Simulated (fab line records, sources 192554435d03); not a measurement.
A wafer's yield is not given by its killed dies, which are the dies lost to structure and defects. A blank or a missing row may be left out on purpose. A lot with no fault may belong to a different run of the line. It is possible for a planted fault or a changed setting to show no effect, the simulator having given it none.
fab line records | flow n5-finfet
record lots=14 | wafers=42 | last-day=18
route steps=1938 shown BEOL_M8@1345
lots that met no fault: taken from a fault-free run of the same line
start-h: hours from the record's opening day to when the first of the lot's shown wafers began | wait-h: time in hours since the lot's previous step | " unchanged from the row above | L1.1+2: a row that stands for several wafers | - no value present, or no start provided | * or withheld: withheld | < > ~ a bound
route shown NAME@n: a module of which the file shows steps, and the number in the route of the first | usual: mean and standard deviation over wafers with no fault | same: alike in all rows | chamber/n: place in a boat | sites: per-site readings | _std_site: how widely they spread, as a standard deviation | _edge_site: mean of outer sites minus mean of inner sites | radius-mm: how far each site lies from the wafer's centre | mask NAME#n: copy n | behind: the tool/chamber that last shaped the wafer | hold: what put the lot on hold/how long, in hours/how the hold closed | device: the transistor (n, p or np) that didn't switch | end of line: tests of these same wafers at the route's end | a step given without rows: its recipe and nothing more | killed: dies lost to structure and defects at the first sort, not the wafer's yield | map: a wafer's dies, x killed, . not, _ none there
set.NAME: the setting that was run; set.NAME@STEP: the one run at that earlier step | model.NAME: the simulator's own value behind a step, which no gauge read
route steps across a sampled set of lots; one table per step, one row per wafer
services: a tool's chamber out of use, with start hour (start-h, from the record's first day; less than 0 if before it), hours out, and reason
## steps
# step N5_BEOL_M8_CD_MEAS_11
# recipe target-cd-nm=38.5 | landing-energy-ev=500 | detector=se-inlens | polarity=opening
# usual cd-nm=38.8/0.53
lot.wafer | tool      | chamber | start-h | wait-h | cd-nm
L548.3    | cd-sem-02 | 0       | 193.32  | -      | 39.9
L548.4    | "         | 0       | "       | "      | 39.8
L548.5    | "         | 0       | "       | "      | 38.7
L549.2    | cd-sem-01 | 0       | 204.62  | -      | 38.7
L549.5    | "         | 0       | "       | "      | 38.7
L549.6    | "         | 0       | "       | "      | 38.2
L550.1    | cd-sem-03 | 0       | 221.75  | -      | 39.1
L550.4    | "         | 0       | "       | "      | 38.9
L550.6    | "         | 0       | "       | "      | 39.1
L552.1    | cd-sem-01 | 0       | 242.07  | -      | 38.7
L552.2    | "         | 0       | "       | "      | 39.2
L552.5    | "         | 0       | "       | "      | 39.4
L551.3    | cd-sem-03 | 0       | 242.24  | -      | 38.7
L551.5    | "         | 0       | "       | "      | 38.7
L551.6    | "         | 0       | "       | "      | 39.5
L553.3    | cd-sem-02 | 0       | 242.54  | -      | 38.3
L553.4    | "         | 0       | "       | "      | 38.4
L553.6    | "         | 0       | "       | "      | 38.2
L556.2    | cd-sem-01 | 0       | 242.71  | -      | 37.7
L556.3    | "         | 0       | "       | "      | 38.0
L556.6    | "         | 0       | "       | "      | 37.3
L555.1    | cd-sem-02 | 0       | 252.77  | -      | 38.8
L555.5    | "         | 0       | "       | "      | 39.9
L555.6    | "         | 0       | "       | "      | 39.2
L561.1    | cd-sem-01 | 0       | 294.31  | -      | 38.2
L561.4    | "         | 0       | "       | "      | 38.2
L561.5    | "         | 0       | "       | "      | 38.2
L563.1    | cd-sem-01 | 0       | 307.01  | -      | 39.2
L563.4    | "         | 0       | "       | "      | 38.0
L563.5    | "         | 0       | "       | "      | 38.6
L568.2    | cd-sem-02 | 0       | 331.20  | -      | 39.2
L568.3    | "         | 0       | "       | "      | 38.4
L568.5    | "         | 0       | "       | "      | 38.9
L569.1    | cd-sem-03 | 0       | 336.72  | -      | 38.6
L569.3    | "         | 0       | "       | "      | 39.1
L569.4    | "         | 0       | "       | "      | 39.2
L570.1    | cd-sem-01 | 0       | 346.12  | -      | 38.7
L570.3    | "         | 0       | "       | "      | 39.1
L570.5    | "         | 0       | "       | "      | 38.3
L571.1    | cd-sem-01 | 0       | 349.80  | -      | 38.6
L571.3    | "         | 0       | "       | "      | 39.3
L571.5    | "         | 0       | "       | "      | 38.1
# step N5_BEOL_M8_DESCUM_16
# recipe chemistry=O2 | time-s=7.9 | source-power-w=50 | bias-power-w=20 | pressure-mtorr=20 | rf-frequency-hz=2.712e+07 | temp-c=40 | resist=CAR-ArF | o2-flow-sccm=225
# usual drypump-motor-current-A=5.7/0.45 | oes-product-au=0.82/0.095 | rf-vpp-V=243.7/1.4 | showerhead-plenum-p-Torr=2.12/0.067 | throttle-valve-pct=20.32/0.17
lot.wafer | tool        | chamber | start-h | wait-h | drypump-motor-current-A | oes-product-au | rf-hours-counter-h | rf-vpp-V | showerhead-plenum-p-Torr | throttle-valve-pct
L548.3    | rie-diel-03 | 0       | 194.06  | 0.7    | 5.6                     | 0.72           | 199                | 242.1    | 2.06                     | 20.24
L548.4    | "           | 1       | "       | "      | 5.3                     | 0.82           | -                  | 242.9    | 2.12                     | 20.22
L548.5    | "           | 2       | "       | "      | 5.4                     | 0.79           | -                  | 243.4    | 2.10                     | 20.20
L549.2    | rie-diel-02 | 0       | 204.72  | 0.0    | 5.3                     | 0.71           | 211                | 240.9    | 2.00                     | 20.42
L549.5    | "           | 0       | "       | "      | 5.3                     | 0.71           | -                  | 241.7    | 2.00                     | 20.43
L549.6    | "           | 1       | "       | "      | 6.2                     | 0.71           | -                  | 245.3    | 2.14                     | 20.28
L550.1    | rie-diel-03 | 2       | 221.84  | 0.0    | 5.4                     | 0.78           | 116                | 243.3    | 2.10                     | 20.22
L550.4    | "           | 0       | "       | "      | 5.6                     | 0.71           | 207                | 242.0    | 2.06                     | 20.26
L550.6    | "           | 2       | "       | "      | 5.4                     | 0.78           | -                  | 244.2    | 2.10                     | 20.23
L552.1    | rie-diel-03 | 3       | 242.16  | 0.0    | 5.7                     | 0.93           | 18                 | 246.7    | 2.23                     | 20.31
L552.2    | "           | 1       | "       | "      | 5.3                     | 0.82           | 94                 | 244.9    | 2.12                     | 20.24
L552.5    | "           | 2       | "       | "      | 5.4                     | 0.78           | -                  | 242.9    | 2.09                     | 20.23
L551.3    | rie-diel-02 | 3       | 242.32  | 0.0    | 5.6                     | 0.71           | 194                | 244.2    | 2.08                     | 20.43
L551.5    | "           | 3       | "       | "      | 5.6                     | 0.72           | -                  | 242.5    | 2.08                     | 20.41
L551.6    | "           | 1       | "       | "      | 6.2                     | 0.69           | -                  | 243.4    | 2.14                     | 20.31
L553.3    | rie-diel-03 | 2       | 242.81  | 0.2    | 5.4                     | 0.77           | 123                | 242.6    | 2.09                     | 20.22
L553.4    | "           | 1       | "       | "      | 5.3                     | 0.81           | 95                 | 243.3    | 2.12                     | 20.24
L553.6    | "           | 1       | "       | "      | 5.3                     | 0.82           | -                  | 243.5    | 2.12                     | 20.23
L556.2    | rie-diel-03 | 0       | 243.07  | 0.3    | 5.6                     | 0.71           | 213                | 242.4    | 2.06                     | 20.26
L556.3    | "           | 3       | "       | "      | 5.7                     | 0.93           | 19                 | 246.2    | 2.23                     | 20.28
L556.6    | "           | 0       | "       | "      | 5.6                     | 0.72           | -                  | 242.5    | 2.06                     | 20.29
L555.1    | rie-diel-04 | 2       | 253.01  | 0.2    | 5.6                     | 1.02           | 0                  | 245.2    | 2.22                     | 20.14
L555.5    | "           | 3       | "       | "      | 6.5                     | 0.87           | -                  | 242.2    | 2.12                     | 20.52
L555.6    | "           | 2       | "       | "      | 5.6                     | 1.01           | -                  | 244.1    | 2.22                     | 20.14
L561.1    | rie-diel-02 | 1       | 294.40  | 0.0    | 6.2                     | 0.98           | 2                  | 246.0    | 2.13                     | 19.97
L561.4    | "           | 2       | "       | "      | 5.3                     | 0.96           | 10                 | 242.9    | 2.16                     | 20.52
L561.5    | "           | 1       | "       | "      | 6.2                     | 0.98           | -                  | 243.7    | 2.13                     | 19.94
L563.1    | rie-diel-02 | 1       | 307.10  | 0.0    | 6.2                     | 0.95           | 7                  | 245.8    | 2.13                     | 19.97
L563.4    | "           | 2       | "       | "      | 5.2                     | 0.95           | -                  | 243.7    | 2.15                     | 20.52
L563.5    | "           | 1       | "       | "      | 6.2                     | 0.95           | -                  | 243.9    | 2.13                     | 19.97
L568.2    | rie-diel-02 | 0       | 331.29  | 0.0    | 5.3                     | 0.95           | 4                  | 244.3    | 2.25                     | 20.09
L568.3    | "           | 2       | "       | "      | 5.3                     | 0.91           | 26                 | 242.9    | 2.15                     | 20.53
L568.5    | "           | 0       | "       | "      | 5.3                     | 0.95           | -                  | 246.2    | 2.25                     | 20.09
L569.1    | rie-diel-02 | 0       | 336.82  | 0.1    | 5.3                     | 0.95           | 5                  | 246.5    | 2.25                     | 20.09
L569.3    | "           | 1       | "       | "      | 6.2                     | 0.91           | 19                 | 243.8    | 2.13                     | 19.99
L569.4    | "           | 3       | "       | "      | 5.6                     | 0.69           | 237                | 242.3    | 2.06                     | 20.49
L570.1    | rie-diel-03 | 1       | 346.21  | 0.0    | 5.3                     | 0.78           | 129                | 243.4    | 2.10                     | 20.29
L570.3    | "           | 0       | "       | "      | 5.6                     | 0.69           | 246                | 243.1    | 2.05                     | 20.32
L570.5    | "           | 1       | "       | "      | 5.3                     | 0.78           | -                  | 242.6    | 2.10                     | 20.27
L571.1    | rie-diel-03 | 2       | 351.28  | 1.4    | 5.4                     | 0.74           | 158                | 241.8    | 2.08                     | 20.28
L571.3    | "           | 3       | "       | "      | 5.7                     | 0.85           | 57                 | 245.2    | 2.21                     | 20.34
L571.5    | "           | 1       | "       | "      | 5.3                     | 0.78           | -                  | 242.7    | 2.10                     | 20.30
# step N5_BEOL_M8_PEB_26
# recipe peb-temp-c=100 | peb-time-s=60 | resist=CAR-EUV
# usual chill-plate-temp-C=23.01/0.11 | exhaust-pa=45.2/0.97
lot.wafer | tool           | chamber | start-h | wait-h | chill-plate-temp-C | exhaust-pa
L548.3    | litho-track-03 | 0       | 197.49  | 0.0    | 23.07              | 46.2
L548.4    | "              | 0       | "       | "      | 23.01              | 43.8
L548.5    | "              | 0       | "       | "      | 22.97              | 46.8
L549.2    | litho-track-04 | 0       | 205.42  | 0.1    | 22.83              | 44.2
L549.5    | "              | 0       | "       | "      | 23.06              | 45.1
L549.6    | "              | 0       | "       | "      | 23.05              | 44.1
L550.1    | litho-track-01 | 0       | 225.02  | 0.1    | 22.89              | 44.5
L550.4    | "              | 0       | "       | "      | 22.97              | 44.1
L550.6    | "              | 0       | "       | "      | 22.85              | 43.8
L552.1    | litho-track-03 | 0       | 242.85  | 0.1    | 22.96              | 47.2
L552.2    | "              | 0       | "       | "      | 22.93              | 45.3
L552.5    | "              | 0       | "       | "      | 22.94              | 46.8
L551.3    | litho-track-01 | 0       | 243.04  | 0.0    | 23.22              | 45.0
L551.5    | "              | 0       | "       | "      | 23.17              | 45.5
L551.6    | "              | 0       | "       | "      | 23.20              | 45.8
L553.3    | litho-track-03 | 0       | 243.71  | 0.0    | 23.00              | 42.4
L553.4    | "              | 0       | "       | "      | 23.05              | 45.7
L553.6    | "              | 0       | "       | "      | 23.08              | 44.0
L556.2    | litho-track-01 | 0       | 244.47  | 0.1    | 23.01              | 44.7
L556.3    | "              | 0       | "       | "      | 22.91              | 44.6
L556.6    | "              | 0       | "       | "      | 23.06              | 44.3
L555.1    | litho-track-04 | 0       | 253.71  | 0.1    | 22.93              | 44.0
L555.5    | "              | 0       | "       | "      | 22.93              | 45.6
L555.6    | "              | 0       | "       | "      | 22.79              | 44.5
L561.1    | litho-track-01 | 0       | 297.70  | 0.1    | 22.93              | 44.1
L561.4    | "              | 0       | "       | "      | 23.02              | 44.5
L561.5    | "              | 0       | "       | "      | 22.99              | 44.5
L563.1    | litho-track-03 | 0       | 308.88  | 0.1    | 23.23              | 43.6
L563.4    | "              | 0       | "       | "      | 23.17              | 45.3
L563.5    | "              | 0       | "       | "      | 23.20              | 44.4
L568.2    | litho-track-04 | -       | 332.38  | 0.1    | -                  | -
L568.3    | "              | -       | "       | "      | -                  | -
L568.5    | "              | -       | "       | "      | -                  | -
L569.1    | litho-track-04 | -       | 337.70  | 0.1    | -                  | -
L569.3    | "              | -       | "       | "      | -                  | -
L569.4    | "              | -       | "       | "      | -                  | -
L570.1    | litho-track-04 | 0       | 348.27  | 0.1    | 22.96              | 45.8
L570.3    | "              | 0       | "       | "      | 23.15              | 44.5
L570.5    | "              | 0       | "       | "      | 23.01              | 45.8
L571.1    | litho-track-03 | 0       | 353.55  | 0.1    | 23.01              | 46.6
L571.3    | "              | 0       | "       | "      | 23.12              | 45.7
L571.5    | "              | 0       | "       | "      | 23.13              | 45.9
# step N5_BEOL_M8_ETCH_65
# recipe chemistry=CF4 | target=SiARC | target-depth-a=156 | mask-material=CAR-EUV | time-s=26 | ion-energy-ev=80 | pressure-mtorr=40 | source-w=545 | bias-w=36 | Ar_flow_sccm=100 | cf4-flow-sccm=100 | ends=cleared
# usual drypump-motor-current-A=5.8/0.48 | etch-rf-on-time-s=25.9/0.61 | oes-product-au=0.70/0.077 | rf-vpp-V=184.3/1.2 | showerhead-plenum-p-Torr=2.16/0.065 | throttle-valve-pct=15.50/0.17
lot.wafer | tool        | chamber | start-h | wait-h | drypump-motor-current-A | etch-rf-on-time-s | oes-product-au | rf-hours-counter-h | rf-vpp-V | showerhead-plenum-p-Torr | throttle-valve-pct
L548.3    | rie-diel-02 | 2       | 197.73  | 0.0    | 5.2                     | 26.1              | 0.60           | 235                | 184.3    | 2.20                     | 15.97
L548.4    | "           | 3       | "       | "      | 5.6                     | 25.0              | 0.64           | 179                | 183.7    | 2.13                     | 15.59
L548.5    | "           | 2       | "       | "      | 5.2                     | 26.3              | 0.60           | -                  | 185.0    | 2.20                     | 15.97
L549.2    | rie-diel-04 | 3       | 205.66  | 0.0    | 6.4                     | 26.0              | 0.74           | 48                 | 184.1    | 2.18                     | 15.62
L549.5    | "           | 2       | "       | "      | 5.6                     | 26.8              | 0.59           | -                  | 181.8    | 2.02                     | 15.82
L549.6    | "           | 1       | "       | "      | 6.3                     | 24.8              | 0.86           | -                  | 185.0    | 2.10                     | 15.16
L550.1    | rie-diel-04 | 3       | 225.27  | 0.0    | 6.4                     | 26.3              | 0.72           | 54                 | 184.6    | 2.18                     | 15.62
L550.4    | "           | 1       | "       | "      | 6.3                     | 24.7              | 0.83           | 8                  | 183.3    | 2.10                     | 15.17
L550.6    | "           | 0       | "       | "      | 6.7                     | 26.0              | 0.76           | -                  | 185.2    | 2.27                     | 15.52
L552.1    | rie-diel-04 | 3       | 243.41  | 0.0    | 6.4                     | 26.1              | 0.72           | 62                 | 185.0    | 2.18                     | 15.65
L552.2    | "           | 1       | "       | "      | 6.3                     | 24.8              | 0.81           | 15                 | 183.8    | 2.09                     | 15.19
L552.5    | "           | 0       | "       | "      | 6.7                     | 25.5              | 0.77           | -                  | 186.8    | 2.27                     | 15.53
L551.3    | rie-diel-04 | 1       | 243.81  | 0.0    | 6.3                     | 24.8              | 0.81           | 16                 | 184.1    | 2.09                     | 15.20
L551.5    | "           | 3       | "       | "      | 6.4                     | 26.0              | 0.72           | -                  | 185.0    | 2.18                     | 15.65
L551.6    | "           | 0       | "       | "      | 6.7                     | 25.7              | 0.76           | -                  | 185.7    | 2.27                     | 15.54
L553.3    | rie-diel-04 | 1       | 244.75  | 0.0    | 6.3                     | 24.8              | 0.81           | 16                 | 184.0    | 2.09                     | 15.20
L553.4    | "           | 0       | "       | "      | 6.7                     | 25.6              | 0.76           | -                  | 185.6    | 2.27                     | 15.53
L553.6    | "           | 3       | "       | "      | 6.4                     | 26.0              | 0.72           | -                  | 184.0    | 2.18                     | 15.66
L556.2    | rie-diel-03 | 0       | 245.35  | 0.0    | 5.6                     | 25.8              | 0.61           | 214                | 183.2    | 2.12                     | 15.54
L556.3    | "           | 3       | "       | "      | 5.7                     | 25.9              | 0.78           | 20                 | 186.3    | 2.27                     | 15.45
L556.6    | "           | 1       | "       | "      | 5.3                     | 26.3              | 0.69           | -                  | 183.9    | 2.16                     | 15.40
L555.1    | rie-diel-03 | 0       | 253.95  | 0.0    | 5.6                     | 25.4              | 0.62           | 218                | 183.7    | 2.12                     | 15.54
L555.5    | "           | 1       | "       | "      | 5.3                     | 26.2              | 0.69           | -                  | 186.4    | 2.16                     | 15.41
L555.6    | "           | 2       | "       | "      | 5.5                     | 25.4              | 0.66           | -                  | 183.6    | 2.14                     | 15.43
L561.1    | rie-diel-03 | 3       | 297.94  | 0.0    | 5.7                     | 25.9              | 0.76           | 37                 | 185.4    | 2.26                     | 15.48
L561.4    | "           | 0       | "       | "      | 5.6                     | 25.1              | 0.61           | 228                | 183.3    | 2.11                     | 15.56
L561.5    | "           | 2       | "       | "      | 5.4                     | 25.9              | 0.65           | -                  | 184.0    | 2.14                     | 15.45
L563.1    | rie-diel-04 | 0       | 309.13  | 0.0    | 6.7                     | 25.9              | 0.72           | 47                 | 185.5    | 2.26                     | 15.58
L563.4    | "           | 2       | "       | "      | 5.6                     | 26.6              | 0.78           | 19                 | 186.2    | 2.27                     | 15.37
L563.5    | "           | 1       | "       | "      | 6.3                     | 24.7              | 0.77           | -                  | 183.6    | 2.09                     | 15.26
L568.2    | rie-diel-04 | 0       | 332.90  | 0.0    | 6.7                     | 25.8              | 0.71           | 56                 | 184.9    | 2.26                     | 15.61
L568.3    | "           | 1       | "       | "      | 6.3                     | 24.3              | 0.77           | 47                 | 181.8    | 2.08                     | 15.26
L568.5    | "           | 0       | "       | "      | 6.7                     | 25.5              | 0.71           | -                  | 186.5    | 2.26                     | 15.59
L569.1    | rie-diel-02 | 0       | 338.05  | 0.0    | 5.3                     | 26.9              | 0.79           | 5                  | 187.3    | 2.28                     | 15.13
L569.3    | "           | 2       | "       | "      | 5.2                     | 26.0              | 0.78           | 28                 | 185.5    | 2.18                     | 15.56
L569.4    | "           | 3       | "       | "      | 5.6                     | 25.4              | 0.59           | 237                | 183.4    | 2.11                     | 15.69
L570.1    | rie-diel-03 | 3       | 349.41  | 0.0    | 5.7                     | 25.7              | 0.74           | 56                 | 185.3    | 2.26                     | 15.52
L570.3    | "           | 2       | "       | "      | 5.4                     | 25.9              | 0.64           | 157                | 184.5    | 2.13                     | 15.49
L570.5    | "           | 2       | "       | "      | 5.5                     | 25.8              | 0.64           | -                  | 183.6    | 2.13                     | 15.49
L571.1    | rie-diel-03 | 1       | 355.00  | 0.0    | 5.3                     | 26.5              | 0.65           | 134                | 182.5    | 2.15                     | 15.50
L571.3    | "           | 2       | "       | "      | 5.4                     | 26.3              | 0.63           | 160                | 183.5    | 2.13                     | 15.50
L571.5    | "           | 3       | "       | "      | 5.7                     | 26.0              | 0.73           | -                  | 183.4    | 2.26                     | 15.51
## services
tool        | chamber | start-h | hours | kind
rie-diel-04 | 1       | 184.08  | -     | clean
rie-diel-04 | 1       | 184.08  | -     | consumable-replace:focus-ring
rie-diel-04 | 1       | 184.08  | 16.1  | scheduled-down
rie-diel-04 | 1       | 184.08  | 16.1  | vent-cycle
rie-diel-03 | 3       | 189.80  | 9.6   | repair
rie-diel-03 | -       | 219.02  | 2.8   | pm
rie-diel-04 | 2       | 235.93  | -     | clean
rie-diel-04 | 2       | 235.93  | -     | consumable-replace:focus-ring
rie-diel-04 | 2       | 235.93  | -     | consumable-replace:showerhead
rie-diel-04 | 2       | 235.93  | 16.8  | scheduled-down
rie-diel-04 | 2       | 235.93  | 16.8  | vent-cycle
rie-diel-02 | 2       | 241.92  | -     | clean
rie-diel-03 | 0       | 259.75  | 6.6   | repair
rie-diel-02 | 0       | 261.10  | 2.4   | repair
rie-diel-03 | 0       | 310.73  | 1.4   | repair
rie-diel-03 | 2       | 316.71  | 5.3   | repair
rie-diel-04 | 3       | 341.69  | 14.3  | repair
rie-diel-02 | -       | 344.12  | 2.0   | repair
rie-diel-04 | 1       | 345.68  | 5.8   | repair
rie-diel-04 | -       | 346.66  | 14.6  | pm
rie-diel-03 | 0       | 353.91  | -     | clean
rie-diel-03 | 0       | 353.91  | -     | consumable-replace:focus-ring
rie-diel-03 | 0       | 353.91  | 15.8  | scheduled-down
rie-diel-03 | 0       | 353.91  | 15.8  | vent-cycle
## key
first-sign step=N5_BEOL_M8_PEB_26 | reading=tool-record | direction=missing
effect none on later readings
met-at N5_BEOL_M8_PEB_26
struck-lots L568,L569
later-rows-left-out L568.2,L568.3,L568.5,L569.1,L569.3,L569.4
sort-left-out L568.2,L568.3,L568.5,L569.1,L569.3,L569.4
not-acting-at N5_BEOL_M8_CD_MEAS_11,N5_BEOL_M8_DESCUM_16,N5_BEOL_M8_ETCH_65
onset-between 253.71 332.38
fault kind=skipped-step-whole | tool=litho-track-04 | chamber=- | onset-h=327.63 | steps=N5_BEOL_M8_PEB_26 | scope=struck-lots-only
# sort-left-out: the simulated sort isn't trusted on such a fault, so these wafers' sort isn't shown, and their yield isn't known
# later-rows-left-out: the simulator's readings of these wafers behind a module that went badly wrong aren't trusted and aren't shown, but for the sort
